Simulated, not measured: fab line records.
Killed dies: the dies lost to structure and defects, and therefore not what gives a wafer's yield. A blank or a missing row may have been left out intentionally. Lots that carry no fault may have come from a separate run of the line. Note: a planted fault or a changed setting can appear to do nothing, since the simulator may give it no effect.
The same fault as seen by 2 desks    flow nand-harc    every desk sees just its own numbers, and what lay behind them comes last

## AT THE TOOL OWNER'S DESK: litho-track-06
Per lot that ran on this tool, the mean of the sampled wafers carrying a number, from the tool's own readings at NHARC_A_BLC_SOFTBAKE_05 (time 55 s). Any lot whose mean is over 4 standard deviations away from the usual mean is out of limits and marked OUT; that distance is given in the brackets.
Columns: A = chill-plate-temp-C at NHARC_A_BLC_SOFTBAKE_05, usual 23.01 C; B = heater-power-total-W at NHARC_A_BLC_SOFTBAKE_05, usual 188.45 W
lot   first seen here  A      B
L550  day 25 04:00     22.99  205.72 (+99 or more) OUT
L552  day 25 19:00     22.89  214.33 (+99 or more) OUT
L559  day 28 16:00     23.08  188.37
L560  day 29 10:00     23.01  188.34
L562  day 29 16:00     23.07  188.42
L567  day 31 11:00     22.99  188.46
This desk finds L550, L552 out of limits, L550 being first, at day 25 04:00 (heater-power-total-W at NHARC_A_BLC_SOFTBAKE_05). In limits: L559, L560, L562, L567.

## THE METROLOGY DESK
What the gauges read for every lot (on any tool): the sampled wafers with a number, averaged. Any lot whose mean is over 4 standard deviations away from the usual mean is out of limits and marked OUT; that distance is given in the brackets.
Columns: A = cd-nm at NHARC_A_BLC_CD_MEAS_10, usual 100.2 nm
lot   first seen here  A
L547  day 23 19:57     100.0
L550  day 25 04:57     100.0
L552  day 25 19:23     99.7
L554  day 26 11:00     101.1
L558  day 28 08:07     99.5
L559  day 28 16:39     101.8
L560  day 29 11:20     101.4
L562  day 29 16:45     100.1
L563  day 30 12:52     100.0
L565  day 30 18:27     99.9
L564  day 30 19:54     100.2
L566  day 30 22:27     100.4
L567  day 31 11:46     100.8
Result from this desk: across the 13 lots, nothing is out of limits.

## TAKEN TOGETHER
The tool owner's desk could have raised an alarm at day 25 04:00, on L550, L552.
Metrology desk: nothing out of limits seen.
The metrology desk holds a record of L550, L552, inside its limits.
Every lot named ran NHARC_A_BLC_SOFTBAKE_05 on litho-track-06.

## WHAT WAS PUT IN BY THE SIMULATOR
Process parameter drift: litho-track-06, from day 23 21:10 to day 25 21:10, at NHARC_A_BLC_SOFTBAKE_05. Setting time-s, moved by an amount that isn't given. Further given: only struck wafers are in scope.
Shown lots that were struck: L550, L552.
How many hours passed from the start of the fault until each desk's first out-of-limits reading: the tool owner's desk, 31.
